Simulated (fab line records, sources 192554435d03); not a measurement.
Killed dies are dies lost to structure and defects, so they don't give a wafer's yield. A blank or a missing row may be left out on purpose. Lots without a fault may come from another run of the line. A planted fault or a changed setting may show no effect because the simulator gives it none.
One fault seen from 2 desks | flow n5_finfet | each desk has only its own numbers; what lay behind them comes last

THE METROLOGY DESK
What the gauges read, lot by lot, whatever tool the lot ran on: means of the sampled wafers that have a number. A lot is out of limits, marked OUT, if its mean lies more than 4 standard deviations from the usual mean; the brackets give that distance. Of its 11 readings 7 are shown: those that lie furthest out on some lot.
Columns: A = DIBL_N at N5_BEOL_M4_RC_MEAS_101, usual 36.5 mV/V; B = IOFF_N at N5_BEOL_M4_RC_MEAS_101, usual 0.16 nA/um; C = IOFF_P at N5_BEOL_M4_RC_MEAS_101, usual 0.21 nA/um; D = ION_N at N5_BEOL_M4_RC_MEAS_101, usual 676 uA/um; E = ION_P at N5_BEOL_M4_RC_MEAS_101, usual 462 uA/um; F = SS_N at N5_BEOL_M4_RC_MEAS_101, usual 71.5 mV/dec; G = VT_N at N5_BEOL_M4_RC_MEAS_101, usual 249 mV
lot  | first seen here | A    | B    | C    | D   | E   | F    | G
L185 | day 6 07:05     | 37.8 | 0.20 | 0.26 | 693 | 471 | 71.5 | 247
L188 | day 7 00:49     | 36.2 | 0.13 | 0.19 | 665 | 460 | 71.0 | 254
L190 | day 7 11:20     | 34.3 | 0.14 | 0.19 | 670 | 458 | 70.3 | 251
L196 | day 8 23:33     | 36.5 | 0.20 | 0.23 | 689 | 467 | 72.1 | 247
L197 | day 9 04:23     | 35.1 | 0.14 | 0.20 | 673 | 463 | 71.7 | 251
L198 | day 9 09:57     | 35.1 | 0.14 | 0.20 | 669 | 461 | 71.0 | 252
L200 | day 9 21:41     | 37.3 | 0.21 | 0.25 | 694 | 472 | 71.9 | 245
L202 | day 10 05:52    | 37.1 | 0.16 | 0.21 | 675 | 462 | 71.1 | 250
L203 | day 10 15:31    | 36.4 | 0.14 | 0.19 | 671 | 459 | 71.5 | 250
L205 | day 11 03:02    | 37.1 | 0.16 | 0.22 | 682 | 469 | 71.7 | 248
This desk's finding: nothing out of limits on any of the 10 lots.

THE TOOL OWNER'S DESK: litho_track-04
The tool's own readings at N5_BEOL_M0_SAQP_COAT_69 (time 60 s, resist thk 90 nm): means of the sampled wafers that have a number, for each lot that ran on this tool. A lot is out of limits, marked OUT, if its mean lies more than 4 standard deviations from the usual mean; the brackets give that distance.
Columns: A = spin_speed_rpm at N5_BEOL_M0_SAQP_COAT_69, usual 1500.0 rpm
lot  | first seen here | A
L185 | day 6 11:04     | 1499.6
L190 | day 7 15:25     | 1499.9
L197 | day 9 08:31     | 1563.1 (+63) OUT
L198 | day 9 13:26     | 1564.0 (+64) OUT
L200 | day 10 01:31    | 1562.3 (+62) OUT
This desk's finding: out of limits on L197, L198, L200; first on L197, day 9 08:31 (spin_speed_rpm at N5_BEOL_M0_SAQP_COAT_69). In limits: L185, L190.

PUT TOGETHER
The tool owner's desk could have raised an alarm at day 9 08:31, on L197, L198, L200.
The metrology desk saw nothing out of limits.
The metrology desk has L197, L198, L200 on record, within its limits.
Of the lots named, all ran N5_BEOL_M0_SAQP_COAT_69 on litho_track-04.

WHAT THE SIMULATOR HAD PUT IN
Process parameter drift: litho_track-04, from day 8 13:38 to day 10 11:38, at N5_BEOL_M0_SAQP_COAT_69. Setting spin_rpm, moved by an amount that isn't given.
Lots struck among those shown: L197, L198, L200.
Hours from the fault's start to each desk's first reading out of limits: the tool owner's desk, 19.
